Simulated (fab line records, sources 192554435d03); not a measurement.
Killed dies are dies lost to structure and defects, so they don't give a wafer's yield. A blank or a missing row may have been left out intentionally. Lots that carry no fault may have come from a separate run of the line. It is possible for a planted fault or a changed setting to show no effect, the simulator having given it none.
fab line records || flow n5-finfet
[record] {"lots": 3, "wafers": 8, "last-day": 16}
route steps=1938 shown BEOL_M7@1269 PASSIVATION@1936
lots with no fault: from the same line, run without faults
start-h: the number of hours between the record's first day and the start of the first shown wafer of the lot || wait-h: how many hours have passed since the lot's step before this one || " identical to the entry in the row above || L1.1+2: a single row standing in for several wafers || - no value, or no start was given || * or withheld: withheld || < > ~ a bound
route shown NAME@n: names a module that has steps shown in the file, with the first one's number in the route || usual: the fault-free wafers' mean and standard deviation || same: alike in all rows || chamber/n: place in a boat || sites: the reading at each site || _std_site: their standard deviation || _edge_site: the outer-site mean with the inner-site mean subtracted || radius-mm: how far each site lies from the wafer's centre || mask NAME#n: copy n || behind: the last tool/chamber to shape the wafer || hold: the reason the lot was held/the length of the hold in hours/how it ended || device: which transistor (n, p or np) failed to switch || end of line: at the end of the route, the tests of the same wafers || a step with no rows: only its recipe || killed: the dies lost at the first sort to structure and to defects; this is not the yield of the wafer || map: a wafer's dies, x killed, . not, _ none there
set.NAME: the setting that was run; set.NAME@STEP: the one run at that earlier step || model.NAME: the simulator's own value behind a step, which no gauge read
certain route steps with their lots: each step a table, each wafer a row
services: when a tool's chamber went out of use (start-h, in hours from the record's first day, below 0 if earlier), for how many hours, and the reason
[[steps]]
[step N5_BEOL_M7_COAT_60]
[recipe] {"resist": "SiARC", "temp-c": 220, "time-s": 60, "spin-rpm": 1500, "resist-thk-nm": 35}
[step N5_BEOL_M7_COAT_05]
[recipe] {"resist": "CAR-ArF", "spin-rpm": 1500, "resist-thk-nm": 90}
[step N5_BEOL_M7_EBR_07]
[recipe] {"solvent": "PGMEA", "ebr-width-mm": 1.5}
[step N5_BEOL_M7_SOFTBAKE_06]
[recipe] {"temp-c": 110, "time-s": 60, "resist": "CAR-ArF"}
[step N5_BEOL_M7_EXPOSE_08]
[recipe] {"mask-id": "M7", "na": 1.35, "source-shape": "dipole", "sigma-inner": 0.817, "sigma-outer": 0.97, "polarization": "te", "dose-mj": 68.25}
[step N5_BEOL_M7_PEB_09]
[recipe] {"peb-temp-c": "withheld", "peb-time-s": 60, "resist": "CAR-ArF"}
[step N5_BEOL_M7_DEVELOP_10]
[recipe] {"develop-time-s": 30, "developer": "TMAH", "resist": "CAR-ArF", "rinse-liquid": "diw", "dry": "air-spin", "dev-temp-c": 23}
[step N5_BEOL_M7_DESCUM_16]
[recipe] {"chemistry": "O2", "time-s": 7.9, "source-power-w": 50, "bias-power-w": 20, "pressure-mtorr": 20, "rf-frequency-hz": 2.712e+07, "temp-c": 40, "resist": "CAR-ArF", "o2-flow-sccm": 225}
[step N5_BEOL_M7_ETCH_61]
[recipe] {"chemistry": "CF4", "target": "SiARC", "target-depth-a": 455, "mask-material": "CAR-ArF", "time-s": 75.8, "ion-energy-ev": 80, "pressure-mtorr": 40, "source-w": 545, "bias-w": 36, "Ar_flow_sccm": 100, "cf4-flow-sccm": 100, "ends": "cleared"}
[step N5_BEOL_M7_ETCH_62]
[recipe] {"chemistry": "N2/H2", "target": "SOC", "target-depth-a": 1100, "overetch-a": 220, "mask-material": "SiARC", "temp-c": 40, "time-s": 165, "ion-energy-ev": 200, "pressure-mtorr": 30, "source-w": 840, "bias-w": 150, "n2-flow-sccm": 200, "h2-flow-sccm": 200}
[usual] {"drypump-motor-current-A": "5.7/0.51", "n2-flow-sccm": "200.0/0.65", "oes-product-au": "0.69/0.056", "rf-vpp-V": "524.7/2.3", "showerhead-plenum-p-Torr": "2.57/0.082", "throttle-valve-pct": "17.70/0.17"}
{"lot.wafer": "L563.2", "tool": "rie-diel-03", "chamber": 1, "start-h": 209.25, "wait-h": 0.0, "drypump-motor-current-A": 6.6, "n2-flow-sccm": 200.3, "oes-product-au": 0.61, "rf-hours-counter-h": 208, "rf-vpp-V": 525.6, "showerhead-plenum-p-Torr": 2.62, "throttle-valve-pct": 17.86, "model.SiARC_of_BEOL_M7_COAT_60.thk-nm": 28.6, "model.BEOL_M7.cd-offset-nm": -0.2}
{"lot.wafer": "L563.3", "tool": "rie-diel-03", "chamber": 0, "start-h": 209.25, "wait-h": 0.0, "drypump-motor-current-A": 5.7, "n2-flow-sccm": 200.1, "oes-product-au": 0.79, "rf-hours-counter-h": 27, "rf-vpp-V": 523.3, "showerhead-plenum-p-Torr": 2.49, "throttle-valve-pct": 17.27, "model.SiARC_of_BEOL_M7_COAT_60.thk-nm": 28.4, "model.BEOL_M7.cd-offset-nm": -0.2}
{"lot.wafer": "L563.6", "tool": "rie-diel-03", "chamber": 2, "start-h": 209.25, "wait-h": 0.0, "drypump-motor-current-A": 6.4, "n2-flow-sccm": 200.2, "oes-product-au": 0.73, "rf-hours-counter-h": "-", "rf-vpp-V": 527.5, "showerhead-plenum-p-Torr": 2.71, "throttle-valve-pct": 17.69, "model.SiARC_of_BEOL_M7_COAT_60.thk-nm": 28.6, "model.BEOL_M7.cd-offset-nm": 0}
{"lot.wafer": "L572.3", "tool": "rie-diel-01", "chamber": 3, "start-h": 271.73, "wait-h": 0.0, "drypump-motor-current-A": 5.5, "n2-flow-sccm": 200.6, "oes-product-au": 0.71, "rf-hours-counter-h": 62, "rf-vpp-V": 523.7, "showerhead-plenum-p-Torr": 2.58, "throttle-valve-pct": 17.68, "model.SiARC_of_BEOL_M7_COAT_60.thk-nm": 28.2, "model.BEOL_M7.cd-offset-nm": -1}
{"lot.wafer": "L572.4", "tool": "rie-diel-01", "chamber": 1, "start-h": 271.73, "wait-h": 0.0, "drypump-motor-current-A": 5.7, "n2-flow-sccm": 199.6, "oes-product-au": 0.64, "rf-hours-counter-h": 164, "rf-vpp-V": 524.2, "showerhead-plenum-p-Torr": 2.54, "throttle-valve-pct": 17.80, "model.SiARC_of_BEOL_M7_COAT_60.thk-nm": 28.2, "model.BEOL_M7.cd-offset-nm": -0.8}
{"lot.wafer": "L572.5", "tool": "rie-diel-01", "chamber": 1, "start-h": 271.73, "wait-h": 0.0, "drypump-motor-current-A": 5.7, "n2-flow-sccm": 200.6, "oes-product-au": 0.64, "rf-hours-counter-h": "-", "rf-vpp-V": 524.4, "showerhead-plenum-p-Torr": 2.54, "throttle-valve-pct": 17.80, "model.SiARC_of_BEOL_M7_COAT_60.thk-nm": 28.2, "model.BEOL_M7.cd-offset-nm": -1}
{"lot.wafer": "L578.4", "tool": "rie-diel-03", "chamber": 2, "start-h": 289.62, "wait-h": 0.0, "drypump-motor-current-A": 6.4, "n2-flow-sccm": 200.8, "oes-product-au": 0.70, "rf-hours-counter-h": 71, "rf-vpp-V": 525.9, "showerhead-plenum-p-Torr": 2.70, "throttle-valve-pct": 17.74, "model.SiARC_of_BEOL_M7_COAT_60.thk-nm": 28.6, "model.BEOL_M7.cd-offset-nm": 0.2}
{"lot.wafer": "L578.5", "tool": "rie-diel-03", "chamber": 2, "start-h": 289.62, "wait-h": 0.0, "drypump-motor-current-A": 6.4, "n2-flow-sccm": 200.7, "oes-product-au": 0.70, "rf-hours-counter-h": "-", "rf-vpp-V": 526.8, "showerhead-plenum-p-Torr": 2.70, "throttle-valve-pct": 17.75, "model.SiARC_of_BEOL_M7_COAT_60.thk-nm": 26.2, "model.BEOL_M7.cd-offset-nm": 1.2}
[step N5_BEOL_M7_STRIP_68]
[recipe] {"chemistry": "N2/H2", "temp-c": 40, "n2-flow-sccm": 200, "h2-flow-sccm": 200, "rf-frequency-hz": 6e+07}
[step N5_BEOL_M7_STRIP_67]
[recipe] {"chemistry": "CF4", "resist": "SiARC", "power-w": 300, "bias-power-w": 75, "pressure-mtorr": 50, "cf4-flow-sccm": 150, "rf-frequency-hz": 6e+07}
[step N5_BEOL_M7_HM_OPEN_17]
[recipe] {"chemistry": "Cl2/BCl3", "target-depth-a": 200, "overetch-a": 60, "target": "TiN", "mask-material": "SOC", "ion-energy-ev": 150, "pressure-mtorr": 10, "icp-w": 1000, "bias-w": 126, "Cl2_flow_sccm": 53.25, "bcl3-flow-sccm": 21.75, "Ar_flow_sccm": 25}
[usual] {"drypump-motor-current-A": "5.8/0.45", "mfc-ar-sccm": "25.00/0.07", "mfc-cl2-sccm": "53.25/0.17", "oes-product-au": "0.61/0.058", "throttle-valve-pct": "22.34/0.19"}
{"lot.wafer": "L563.2", "tool": "rie-metal-01", "chamber": 1, "start-h": 209.43, "wait-h": 0.0, "drypump-motor-current-A": 5.9, "mfc-ar-sccm": 25.09, "mfc-cl2-sccm": 53.49, "oes-product-au": 0.59, "rf-hours-counter-h": 78, "throttle-valve-pct": 22.19, "model.BEOL_M7.cd-offset-nm": -0.2}
{"lot.wafer": "L563.3", "tool": "rie-metal-01", "chamber": 1, "start-h": 209.43, "wait-h": 0.0, "drypump-motor-current-A": 5.9, "mfc-ar-sccm": 24.83, "mfc-cl2-sccm": 53.26, "oes-product-au": 0.60, "rf-hours-counter-h": "-", "throttle-valve-pct": 22.18, "model.BEOL_M7.cd-offset-nm": -0.2}
{"lot.wafer": "L563.6", "tool": "rie-metal-01", "chamber": 1, "start-h": 209.43, "wait-h": 0.0, "drypump-motor-current-A": 5.9, "mfc-ar-sccm": 25.02, "mfc-cl2-sccm": 52.92, "oes-product-au": 0.59, "rf-hours-counter-h": "-", "throttle-valve-pct": 22.20, "model.BEOL_M7.cd-offset-nm": 0}
{"lot.wafer": "L572.3", "tool": "rie-metal-03", "chamber": 1, "start-h": 271.95, "wait-h": 0.1, "drypump-motor-current-A": 6.1, "mfc-ar-sccm": 24.95, "mfc-cl2-sccm": 53.30, "oes-product-au": 0.75, "rf-hours-counter-h": "-", "throttle-valve-pct": 22.29, "model.BEOL_M7.cd-offset-nm": -1}
{"lot.wafer": "L572.4", "tool": "rie-metal-03", "chamber": 0, "start-h": 271.95, "wait-h": 0.1, "drypump-motor-current-A": 6.1, "mfc-ar-sccm": 25.01, "mfc-cl2-sccm": 52.99, "oes-product-au": 0.65, "rf-hours-counter-h": "-", "throttle-valve-pct": 22.50, "model.BEOL_M7.cd-offset-nm": -0.8}
{"lot.wafer": "L572.5", "tool": "rie-metal-03", "chamber": 1, "start-h": 271.95, "wait-h": 0.1, "drypump-motor-current-A": 6.1, "mfc-ar-sccm": 25.00, "mfc-cl2-sccm": 53.14, "oes-product-au": 0.74, "rf-hours-counter-h": "-", "throttle-valve-pct": 22.30, "model.BEOL_M7.cd-offset-nm": -1}
{"lot.wafer": "L578.4", "tool": "rie-metal-02", "chamber": 1, "start-h": 289.84, "wait-h": 0.1, "drypump-motor-current-A": 6.3, "mfc-ar-sccm": 25.04, "mfc-cl2-sccm": 53.34, "oes-product-au": 0.55, "rf-hours-counter-h": "-", "throttle-valve-pct": 22.70, "model.BEOL_M7.cd-offset-nm": 0.2}
{"lot.wafer": "L578.5", "tool": "rie-metal-02", "chamber": 1, "start-h": 289.84, "wait-h": 0.1, "drypump-motor-current-A": 6.3, "mfc-ar-sccm": 25.10, "mfc-cl2-sccm": 53.41, "oes-product-au": 0.56, "rf-hours-counter-h": "-", "throttle-valve-pct": 22.69, "model.BEOL_M7.cd-offset-nm": 1.2}
[step N5_BEOL_M7_STRIP_19]
[recipe] {"chemistry": "O2", "power-w": 400, "temp-c": 40, "pressure-mtorr": 30, "rf-frequency-hz": 6e+07, "bias-power-w": 0, "overash-fraction": 0.2, "o2-flow-sccm": 225}
[step N5_BEOL_M7_COAT_63]
[recipe] {"resist": "SOC", "temp-c": 250, "time-s": 60, "spin-rpm": 1500, "resist-thk-nm": 60}
[step N5_BEOL_M7_COAT_64]
[recipe] {"resist": "SiARC", "temp-c": 220, "time-s": 60, "spin-rpm": 1500, "resist-thk-nm": 12}
[step N5_BEOL_M7_COAT_71]
[recipe] {"resist": "underlayer", "temp-c": 205, "time-s": 60, "spin-rpm": 1500, "resist-thk-nm": 5}
[step N5_BEOL_M7_COAT_22]
[recipe] {"resist": "CAR-EUV", "spin-rpm": 1500, "resist-thk-nm": 30}
[step N5_BEOL_M7_EBR_24]
[recipe] {"solvent": "PGMEA", "ebr-width-mm": 1.5}
[step N5_BEOL_M7_SOFTBAKE_23]
[recipe] {"temp-c": 110, "time-s": 60, "resist": "CAR-EUV"}
[step N5_BEOL_M7_EXPOSE_25]
[recipe] {"mask-id": "V6", "na": 0.33, "source-shape": "annular", "sigma-inner": 0.4, "sigma-outer": 0.8, "polarization": "unpolarized", "target-cd-nm": 40, "dose-mj": 42.5}
[step N5_BEOL_M7_PEB_26]
[recipe] {"peb-temp-c": 100, "peb-time-s": 60, "resist": "CAR-EUV"}
[step N5_BEOL_M7_DEVELOP_27]
[recipe] {"develop-time-s": 30, "developer": "TMAH", "resist": "CAR-EUV", "rinse-liquid": "surfactant-rinse", "dry": "air-spin", "dev-temp-c": 23}
[step N5_BEOL_M7_DESCUM_33]
[recipe] {"chemistry": "O2", "time-s": 7, "source-power-w": 50, "bias-power-w": 20, "pressure-mtorr": 20, "rf-frequency-hz": 2.712e+07, "temp-c": 40, "resist": "CAR-EUV", "o2-flow-sccm": 225}
[step N5_BEOL_M7_ETCH_72]
[recipe] {"chemistry": "N2/H2", "target": "underlayer", "target-depth-a": 65, "mask-material": "CAR-EUV", "time-s": 5.2, "ion-energy-ev": 200, "pressure-mtorr": 30, "source-w": 840, "bias-w": 150, "n2-flow-sccm": 200, "h2-flow-sccm": 200, "ends": "cleared"}
[step N5_BEOL_M7_ETCH_65]
[recipe] {"chemistry": "CF4", "target": "SiARC", "target-depth-a": 156, "mask-material": "CAR-EUV", "time-s": 26, "ion-energy-ev": 80, "pressure-mtorr": 40, "source-w": 545, "bias-w": 36, "Ar_flow_sccm": 100, "cf4-flow-sccm": 100, "ends": "cleared"}
[step N5_BEOL_M7_ETCH_66]
[recipe] {"chemistry": "N2/H2", "target": "SOC", "target-depth-a": 800, "overetch-a": 160, "mask-material": "SiARC", "temp-c": 40, "time-s": 120, "ion-energy-ev": 200, "pressure-mtorr": 30, "source-w": 840, "bias-w": 150, "n2-flow-sccm": 200, "h2-flow-sccm": 200}
[step N5_BEOL_M7_STRIP_69]
[recipe] {"chemistry": "N2/H2", "temp-c": 40, "n2-flow-sccm": 200, "h2-flow-sccm": 200, "rf-frequency-hz": 6e+07}
[step N5_BEOL_M7_STRIP_73]
[recipe] {"chemistry": "N2/H2", "temp-c": 40, "n2-flow-sccm": 200, "h2-flow-sccm": 200, "rf-frequency-hz": 6e+07}
[step N5_BEOL_M7_VIA_ETCH_34]
[recipe] {"chemistry": "C4F6/O2", "target": "SiCOH_lowk", "target-depth-a": 1255, "mask-material": "SOC", "taper-deg": 4, "time-s": 50.5, "ion-energy-ev": 250, "pressure-mtorr": 30, "source-w": 345, "bias-w": 185, "Ar_flow_sccm": 300, "C4F6_flow_sccm": 10, "O2_flow_sccm": 10}
[step N5_BEOL_M7_STRIP_76]
[recipe] {"chemistry": "C4F6/O2", "resist": "SiARC", "rf-frequency-hz": 6e+07}
[step N5_BEOL_M7_STRIP_36]
[recipe] {"chemistry": "N2/H2", "power-w": 450, "temp-c": 40, "pressure-mtorr": 20, "rf-frequency-hz": 6e+07, "overash-fraction": 0.3, "bias-power-w": 7, "h2-frac": 0.5, "n2-flow-sccm": 200, "h2-flow-sccm": 200}
[step N5_BEOL_M7_TRENCH_ETCH_37]
[recipe] {"chemistry": "C4F6/O2", "target-depth-a": 934.78, "target": "SiCOH_lowk", "time-s": 31.2, "ion-energy-ev": 250, "pressure-mtorr": 30, "source-w": 345, "bias-w": 185, "Ar_flow_sccm": 300, "C4F6_flow_sccm": 10, "O2_flow_sccm": 10}
[step N5_BEOL_M7_ETCH_41]
[recipe] {"chemistry": "CH3F/O2", "target": "SiCN", "target-depth-a": 319, "taper-deg": 2, "time-s": 57.8, "ion-energy-ev": 120, "mask-material": "TiN", "pressure-mtorr": 30, "source-w": 395, "bias-w": 75, "Ar_flow_sccm": 150, "CH3F_flow_sccm": 30, "O2_flow_sccm": 20}
[step N5_BEOL_M7_STRIP_80]
[recipe] {"chemistry": "N2/H2", "time-s": 10, "power-w": 450, "temp-c": 40, "pressure-mtorr": 20, "rf-frequency-hz": 6e+07, "bias-power-w": 7, "n2-flow-sccm": 200, "h2-flow-sccm": 200}
[step N5_BEOL_M7_CD_MEAS_35]
[recipe] {"target-cd-nm": 40, "polarity": "opening"}
[usual] {"cd-nm": "39.9/0.45"}
{"lot.wafer": "L563.2", "tool": "cd-sem-03", "chamber": "-", "start-h": 211.15, "wait-h": 0.0, "cd-nm": 39.7}
{"lot.wafer": "L563.3", "tool": "cd-sem-03", "chamber": "-", "start-h": 211.15, "wait-h": 0.0, "cd-nm": 39.9}
{"lot.wafer": "L563.6", "tool": "cd-sem-03", "chamber": "-", "start-h": 211.15, "wait-h": 0.0, "cd-nm": 39.8}
{"lot.wafer": "L572.3", "tool": "cd-sem-01", "chamber": "-", "start-h": 274.07, "wait-h": 0.0, "cd-nm": 38.9}
{"lot.wafer": "L572.4", "tool": "cd-sem-01", "chamber": "-", "start-h": 274.07, "wait-h": 0.0, "cd-nm": 39.3}
{"lot.wafer": "L572.5", "tool": "cd-sem-01", "chamber": "-", "start-h": 274.07, "wait-h": 0.0, "cd-nm": 39.0}
{"lot.wafer": "L578.4", "tool": "cd-sem-01", "chamber": "-", "start-h": 292.33, "wait-h": 0.0, "cd-nm": 39.8}
{"lot.wafer": "L578.5", "tool": "cd-sem-01", "chamber": "-", "start-h": 292.33, "wait-h": 0.0, "cd-nm": 41.5}
[step N5_PASSIVATION_PROBE_49]
[usual] {"defect-limited-yield": "91.3/1.4", "killed_at_M0_to_M3": "34/10", "killed_at_M4_up": "13/4.8", "killed-at-contacts": "12/6.1", "killed-at-front-end": "40/11", "killed-at-other": "3.7/2.8", "killed-dies": "103/16", "killed-on-rim": "13/3.6", "killed-open": "67/12", "killed-short": "34/7.4", "sort_bin_5_function": "5.1/0.95", "sort_bin_6_memory": "3.2/0.62", "sort-n-pass": "1077/16", "sort-yield-pct": "91.3/1.4"}
[same] {"gross-dies": 1180, "killed-at-back-side": 0, "sort_bin_4_leakage[%]": 0, "sort_bin_8_speed[%]": 0}
{"lot.wafer": "L563.2", "tool": "prober-01", "chamber": "-", "start-h": 284.88, "wait-h": 0.1, "defect-limited-yield[%]": 91.2, "killed_at_M0_to_M3": 35, "killed_at_M4_up": 4, "killed-at-contacts": 13, "killed-at-front-end": 49, "killed-at-other": 3, "killed-dies": 104, "killed-on-rim": 12, "killed-open": 60, "killed-short": 44, "sort_bin_5_function[%]": 5.0, "sort_bin_6_memory[%]": 3.2, "sort-n-pass": 1076, "sort-yield-pct[%]": 91.2}
{"lot.wafer": "L563.3", "tool": "prober-01", "chamber": "-", "start-h": 284.93, "wait-h": 0.1, "defect-limited-yield[%]": 89.5, "killed_at_M0_to_M3": 44, "killed_at_M4_up": 5, "killed-at-contacts": 30, "killed-at-front-end": 44, "killed-at-other": 1, "killed-dies": 124, "killed-on-rim": 13, "killed-open": 88, "killed-short": 35, "sort_bin_5_function[%]": 5.8, "sort_bin_6_memory[%]": 4.4, "sort-n-pass": 1056, "sort-yield-pct[%]": 89.5}
{"lot.wafer": "L563.6", "tool": "prober-01", "chamber": "-", "start-h": 285.08, "wait-h": 0.3, "defect-limited-yield[%]": 89.7, "killed_at_M0_to_M3": 48, "killed_at_M4_up": 11, "killed-at-contacts": 18, "killed-at-front-end": 42, "killed-at-other": 3, "killed-dies": 122, "killed-on-rim": 19, "killed-open": 96, "killed-short": 25, "sort_bin_5_function[%]": 6.3, "sort_bin_6_memory[%]": 3.8, "sort-n-pass": 1058, "sort-yield-pct[%]": 89.7}
// killed by level:class
L563.2 FIN_SAQP:geometric-particle:short=15 FIN_SAQP:geometric-particle:open=13 MOL_CONTACT_COAG:geometric-particle:open=11 BEOL_M0_SAQP:geometric-particle:open=10 BEOL_M0_SAQP:geometric-particle:short=8 STI_FIN_REVEAL:geometric-particle:open=7 BEOL_M1:geometric-particle:open=4 GATE_CUT:geometric-particle:short=3
L563.3 MOL_CONTACT_COAG:geometric-particle:open=30 BEOL_M0_SAQP:geometric-particle:open=17 FIN_SAQP:geometric-particle:open=14 BEOL_M0_SAQP:geometric-particle:short=9 FIN_SAQP:geometric-particle:short=8 GATE_CUT:geometric-particle:short=7 BEOL_M1:geometric-particle:open=7 BEOL_M2:geometric-particle:open=4
L563.6 MOL_CONTACT_COAG:geometric-particle:open=17 STI_FIN_REVEAL:geometric-particle:open=11 BEOL_M1:geometric-particle:open=11 BEOL_M2:geometric-particle:open=10 BEOL_M3:geometric-particle:open=10 FIN_SAQP:geometric-particle:open=7 BEOL_M0_SAQP:geometric-particle:short=7 FIN_SAQP:geometric-particle:short=5
[[services]]
{"tool": "rie-diel-03", "chamber": 3, "start-h": 214.67, "hours": 3.1, "kind": "repair"}
{"tool": "rie-diel-01", "chamber": 0, "start-h": 216.59, "hours": 1.2, "kind": "repair"}
{"tool": "rie-metal-01", "chamber": "-", "start-h": 224.32, "hours": 1.4, "kind": "pm"}
{"tool": "rie-diel-03", "chamber": 2, "start-h": 224.91, "hours": 9.3, "kind": "repair"}
{"tool": "rie-diel-03", "chamber": 0, "start-h": 240.51, "hours": 12.8, "kind": "repair"}
{"tool": "rie-metal-03", "chamber": 0, "start-h": 265.79, "hours": 4.4, "kind": "repair"}
[[key]]
[first-sign] {"step": "N5_BEOL_M7_CD_MEAS_35", "reading": "cd-nm", "direction": "up", "sigmas": 3.5, "usual": 39.9, "struck": 41.5}
effect none on later readings
[model-effect] {"step": "N5_BEOL_M7_ETCH_62", "value": "SiARC_of_BEOL_M7_COAT_60.thk-nm", "without": 28.4, "struck": 26.2}
[model-effect] {"step": "N5_BEOL_M7_HM_OPEN_17", "value": "BEOL_M7.cd-offset-nm", "without": 0.2, "struck": 1.2}
met-at N5_BEOL_M7_ETCH_62
struck-wafers L578.5
onset-between 209.25 289.62
[fault] {"kind": "process-parameter-drift", "tool": "rie-diel-03", "chamber": "-", "onset-h": 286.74, "steps": "N5_BEOL_M7_ETCH_62", "channel": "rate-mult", "offset": 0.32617, "shape": "step", "end-h": 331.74, "scope": "struck-wafers-only"}
